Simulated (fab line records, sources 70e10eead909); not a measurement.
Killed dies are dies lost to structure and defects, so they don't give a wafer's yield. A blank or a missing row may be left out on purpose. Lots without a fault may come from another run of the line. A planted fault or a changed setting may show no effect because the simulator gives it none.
Which tool did it? | flow nand_harc | 24 lots, 72 wafers sampled, at 4 steps of a route of 1159

WHAT THE GAUGES READ, wafer by wafer
NHARC_A_CONTACT_OVL_MEAS_70.
lot  | measured     | on         | overlay_x_nm (nm) | overlay_y_nm (nm)
L075 | day 16 22:26 | overlay-01 | 1.1 1.1 1.0       | -0.3 -0.5 -0.3
L074 | day 16 17:06 | overlay-02 | 0.6 0.2 0.1       | 1.3 1.2 1.5
L076 | day 17 06:19 | overlay-01 | -1.3 -1.4 -1.4    | 0.5 0.0 -0.2
L079 | day 17 02:10 | overlay-01 | 0.3 0.4 0.6       | 1.6 1.2 1.6
L077 | day 17 01:36 | overlay-02 | 0.2 0.9 0.2       | 2.8 2.6 3.0
L078 | day 17 07:55 | overlay-02 | -0.3 -0.1 -0.1    | -0.9 -0.9 -1.0
L081 | day 18 01:44 | overlay-01 | 0.1 0.3 -0.1      | 0.1 0.1 0.9
L080 | day 18 09:32 | overlay-01 | -1.0 -0.4 -1.0    | 1.5 0.8 0.7
L083 | day 18 11:22 | overlay-01 | -1.4 -1.4 -1.3    | -1.0 -1.3 -1.1
L084 | day 19 06:19 | overlay-01 | 0.2 -0.5 0.2      | -0.9 -1.7 -0.6
L082 | day 19 02:30 | overlay-01 | -0.3 0.1 -0.1     | -0.9 -0.1 -0.3
L086 | day 19 18:01 | overlay-01 | 0.6 0.6 0.0       | -1.2 -1.4 -0.8
L085 | day 19 23:19 | overlay-01 | 0.1 -0.3 0.4      | -0.1 -0.1 -0.8
L089 | day 20 06:52 | overlay-02 | -0.3 -0.3 0.2     | 0.7 -0.2 -0.4
L087 | day 19 19:56 | overlay-01 | 0.6 0.9 0.2       | -0.5 -0.3 -0.5
L088 | day 20 09:08 | overlay-01 | 1.0 1.2 0.4       | 0.8 0.5 0.4
L090 | day 21 00:28 | overlay-02 | 1.0 1.2 0.9       | 0.6 0.8 0.4
L091 | day 20 21:50 | overlay-02 | 0.5 0.1 0.5       | 0.8 0.6 1.1
L093 | day 21 07:30 | overlay-02 | 1.0 -0.1 1.1      | 1.3 1.3 0.9
L094 | day 21 09:11 | overlay-02 | -0.2 -0.2 0.2     | -0.4 0.8 0.4
L096 | day 22 00:08 | overlay-02 | -0.6 -1.0 -0.7    | -0.7 -0.8 -0.9
L092 | day 21 23:19 | overlay-02 | 0.0 -0.8 -0.7     | 0.4 0.1 0.4
L095 | day 22 03:50 | overlay-02 | 0.1 -0.2 0.1      | 0.5 0.2 1.2
L097 | day 22 14:25 | overlay-02 | -1.3 -1.6 -1.5    | -1.6 -1.7 -1.7

WHICH TOOL RAN EACH LOT (tool, then ch and the chambers of the sampled wafers, then the start)
lot  | NHARC_A_SGD_CUT_ETCH_59                       | NHARC_A_SLIT_DEP_00           | NHARC_A_WL_FILL_CVD_20
L075 | rie_diel-10 ch 1,2,3, day 14 12:20 or earlier | acl_dep-02 ch 0, day 14 12:20 | cvd_w-01 ch 0,1, day 16 22:26 or earlier
L074 | rie_diel-04 ch 0,1,3, day 14 12:22 or earlier | acl_dep-03 ch 0, day 14 12:22 | cvd_w-02 ch 0,1, day 16 17:06 or earlier
L076 | rie_diel-10 ch 0,2, day 14 20:31 or earlier   | acl_dep-01 ch 0, day 14 20:31 | cvd_w-01 ch 0,1, day 17 06:19 or earlier
L079 | rie_diel-11 ch 0,2, day 14 20:10 or earlier   | acl_dep-02 ch 0, day 14 20:10 | cvd_w-02 ch 0,1, day 17 02:10 or earlier
L077 | rie_diel-04 ch 0,1,2, day 14 20:34 or earlier | acl_dep-03 ch 0, day 14 20:34 | cvd_w-01 ch 0,1, day 17 01:36 or earlier
L078 | rie_diel-04 ch 0,2, day 15 01:59 or earlier   | acl_dep-01 ch 0, day 15 01:59 | cvd_w-02 ch 0,1, day 17 07:55 or earlier
L081 | rie_diel-11 ch 0,1,2, day 15 19:13 or earlier | acl_dep-03 ch 0, day 15 19:13 | cvd_w-01 ch 0,1, day 18 01:44 or earlier
L080 | rie_diel-11 ch 0,2, day 16 05:59 or earlier   | acl_dep-03 ch 0, day 16 05:59 | cvd_w-02 ch 0,1, day 18 09:32 or earlier
L083 | rie_diel-04 ch 0,2,3, day 16 05:59 or earlier | acl_dep-02 ch 0, day 16 05:59 | cvd_w-01 ch 0,1, day 18 11:22 or earlier
L084 | rie_diel-10 ch 0,1,3, day 16 18:24 or earlier | acl_dep-03 ch 0, day 16 18:24 | cvd_w-02 ch 0,1, day 19 06:19 or earlier
L082 | rie_diel-04 ch 0,2,3, day 16 17:59 or earlier | acl_dep-01 ch 0, day 16 17:59 | cvd_w-01 ch 0,1, day 19 02:30 or earlier
L086 | rie_diel-04 ch 0,1, day 17 12:05 or earlier   | acl_dep-01 ch 0, day 17 12:05 | cvd_w-02 ch 0,1, day 19 18:01 or earlier
L085 | rie_diel-10 ch 2,3, day 17 13:25 or earlier   | acl_dep-01 ch 0, day 17 13:25 | cvd_w-02 ch 0,1, day 19 23:19 or earlier
L089 | rie_diel-04 ch 0,1,3, day 17 14:32 or earlier | acl_dep-03 ch 0, day 17 14:32 | cvd_w-01 ch 0,1, day 20 06:52 or earlier
L087 | rie_diel-11 ch 1,2, day 17 13:53 or earlier   | acl_dep-02 ch 0, day 17 13:53 | cvd_w-01 ch 0,1, day 19 19:56 or earlier
L088 | rie_diel-11 ch 0,1,3, day 18 01:33 or earlier | acl_dep-01 ch 0, day 18 01:33 | cvd_w-02 ch 0,1, day 20 09:08 or earlier
L090 | rie_diel-04 ch 0,1,3, day 18 14:29 or earlier | acl_dep-02 ch 0, day 18 14:29 | cvd_w-02 ch 0,1, day 21 00:28 or earlier
L091 | rie_diel-10 ch 1,2,3, day 18 14:33 or earlier | acl_dep-01 ch 0, day 18 14:33 | cvd_w-01 ch 0,1, day 20 21:50 or earlier
L093 | rie_diel-11 ch 0,2,3, day 18 14:29 or earlier | acl_dep-03 ch 0, day 18 14:29 | cvd_w-01 ch 1, day 21 07:30 or earlier
L094 | rie_diel-04 ch 1,3, day 19 01:05 or earlier   | acl_dep-02 ch 0, day 19 01:05 | cvd_w-02 ch 0,1, day 21 09:11 or earlier
L096 | rie_diel-10 ch 0,2,3, day 19 06:35 or earlier | acl_dep-01 ch 0, day 19 06:35 | cvd_w-01 ch 0,1, day 22 00:08 or earlier
L092 | rie_diel-11 ch 1,2,3, day 19 05:55 or earlier | acl_dep-03 ch 0, day 19 05:55 | cvd_w-02 ch 0,1, day 21 23:19 or earlier
L095 | rie_diel-04 ch 0,2,3, day 19 07:09 or earlier | acl_dep-02 ch 0, day 19 07:09 | cvd_w-02 ch 0,1, day 22 03:50 or earlier
L097 | rie_diel-11 ch 0,1,2, day 20 02:28 or earlier | acl_dep-03 ch 0, day 20 02:28 | cvd_w-02 ch 0,1, day 22 14:25 or earlier
- NHARC_A_SGD_CUT_ETCH_59: etches the open film in N2/H2, target depth 260 nm, time 406.25 s.
- NHARC_A_SLIT_DEP_00: deposits aC, target thk 3200 nm.
- NHARC_A_WL_FILL_CVD_20: deposits W, target thk 75 nm, time 5064 s.

WHAT THE TOOLS THEMSELVES READ (means of the sampled wafers that have a number; where no wafer has one, the mark that the record gives instead)
NHARC_A_SGD_CUT_ETCH_59.
lot  | tool        | drypump_motor_current_A (A) | oes_product_au (a.u.) | rf_vpp_V (V) | showerhead_plenum_p_Torr (Torr) | throttle_valve_pct (%)
L075 | rie_diel-10 | 5.3                         | 0.989                 | 428.5        | 1.98                            | 14.174
L074 | rie_diel-04 | 5.7                         | 0.988                 | 429.9        | 2.02                            | 14.176
L076 | rie_diel-10 | 5.6                         | 0.987                 | 431.0        | 2.05                            | 14.174
L079 | rie_diel-11 | 5.6                         | 0.989                 | 433.3        | 2.12                            | 14.168
L077 | rie_diel-04 | 5.6                         | 0.989                 | 430.4        | 2.00                            | 14.174
L078 | rie_diel-04 | 5.8                         | 0.999                 | 427.5        | 1.93                            | 14.171
L081 | rie_diel-11 | 6.0                         | 0.996                 | 431.0        | 2.06                            | 14.178
L080 | rie_diel-11 | 5.6                         | 0.980                 | 433.0        | 2.12                            | 14.171
L083 | rie_diel-04 | 5.8                         | 1.000                 | 427.7        | 1.93                            | 14.181
L084 | rie_diel-10 | 5.5                         | 0.993                 | 428.3        | 1.96                            | 14.174
L082 | rie_diel-04 | 5.8                         | 1.001                 | 427.8        | 1.93                            | 14.169
L086 | rie_diel-04 | 5.5                         | 1.000                 | 432.0        | 2.08                            | 14.172
L085 | rie_diel-10 | 5.6                         | 0.997                 | 429.0        | 1.97                            | 14.174
L089 | rie_diel-04 | 5.7                         | 1.001                 | 430.1        | 2.02                            | 14.171
L087 | rie_diel-11 | 6.2                         | 1.006                 | 429.7        | 2.05                            | 14.174
L088 | rie_diel-11 | 5.9                         | 1.001                 | 429.4        | 2.01                            | 14.160
L090 | rie_diel-04 | 5.7                         | 0.999                 | 429.6        | 2.02                            | 14.175
L091 | rie_diel-10 | 5.3                         | 0.995                 | 428.5        | 1.98                            | 14.179
L093 | rie_diel-11 | 5.8                         | 0.997                 | 431.6        | 2.06                            | 14.169
L094 | rie_diel-04 | 5.8                         | 0.998                 | 429.5        | 2.02                            | 14.172
L096 | rie_diel-10 | 5.6                         | 0.999                 | 430.2        | 2.01                            | 14.170
L092 | rie_diel-11 | 6.1                         | 1.001                 | 429.5        | 2.00                            | 14.168
L095 | rie_diel-04 | 5.9                         | 0.994                 | 427.0        | 1.93                            | 14.180
L097 | rie_diel-11 | 5.9                         | 0.987                 | 430.5        | 2.06                            | 14.171

NHARC_A_SLIT_DEP_00.
lot  | tool       | throttle_valve_pct (%)
L075 | acl_dep-02 | 35.002
L074 | acl_dep-03 | 35.000
L076 | acl_dep-01 | 35.010
L079 | acl_dep-02 | 35.006
L077 | acl_dep-03 | 35.003
L078 | acl_dep-01 | 34.996
L081 | acl_dep-03 | 35.002
L080 | acl_dep-03 | 35.004
L083 | acl_dep-02 | 35.007
L084 | acl_dep-03 | 34.995
L082 | acl_dep-01 | 35.009
L086 | acl_dep-01 | 35.003
L085 | acl_dep-01 | 34.997
L089 | acl_dep-03 | 35.006
L087 | acl_dep-02 | 35.004
L088 | acl_dep-01 | 34.996
L090 | acl_dep-02 | 35.003
L091 | acl_dep-01 | 35.002
L093 | acl_dep-03 | 35.005
L094 | acl_dep-02 | 35.013
L096 | acl_dep-01 | 34.999
L092 | acl_dep-03 | 34.999
L095 | acl_dep-02 | 35.001
L097 | acl_dep-03 | 35.002

NHARC_A_WL_FILL_CVD_20.
lot  | tool     | heater_power_w (W) | throttle_valve_pct (%)
L075 | cvd_w-01 | 461                | 8.10
L074 | cvd_w-02 | 442                | 7.85
L076 | cvd_w-01 | 485                | 8.20
L079 | cvd_w-02 | 445                | 7.94
L077 | cvd_w-01 | 474                | 8.00
L078 | cvd_w-02 | 442                | 8.06
L081 | cvd_w-01 | 491                | 8.11
L080 | cvd_w-02 | 432                | 8.02
L083 | cvd_w-01 | 488                | 8.17
L084 | cvd_w-02 | 430                | 7.90
L082 | cvd_w-01 | 489                | 8.26
L086 | cvd_w-02 | 439                | 7.94
L085 | cvd_w-02 | 435                | 8.07
L089 | cvd_w-01 | 495                | 8.34
L087 | cvd_w-01 | 460                | 8.11
L088 | cvd_w-02 | 437                | 7.92
L090 | cvd_w-02 | 441                | 8.02
L091 | cvd_w-01 | 469                | 8.04
L093 | cvd_w-01 | 443                | 7.95
L094 | cvd_w-02 | 438                | 7.91
L096 | cvd_w-01 | 496                | 8.16
L092 | cvd_w-02 | 441                | 7.91
L095 | cvd_w-02 | 439                | 8.02
L097 | cvd_w-02 | 447                | 7.86

THE ANSWER, worked out from the rows above alone
Rule: what is usual is taken from the lots themselves. Put in order of their means at a reading, lots are off if they are a third of the lots or fewer, leave a main group of 4 or more, and stand apart from it by a gap of 3 or more times the standard deviation of the main group's means; of several such gaps the widest counts. A main group whose means are all the same, to the digits that the tables above print for the reading, isn't used. A lot without any number at a reading at which 4 lots or more have one is off too. The other lots that the step has rows for count as sound. The gauges are gone through in route order, then the tools' own readings, and for those a lot's mean is taken as printed above. The first step at which some lot is off is used, and at that step the reading that is off furthest; a lot without a number counts as furthest.
No lot is off at any reading shown: from this, nothing can be told.

WHAT THE SIMULATOR HAD PUT IN
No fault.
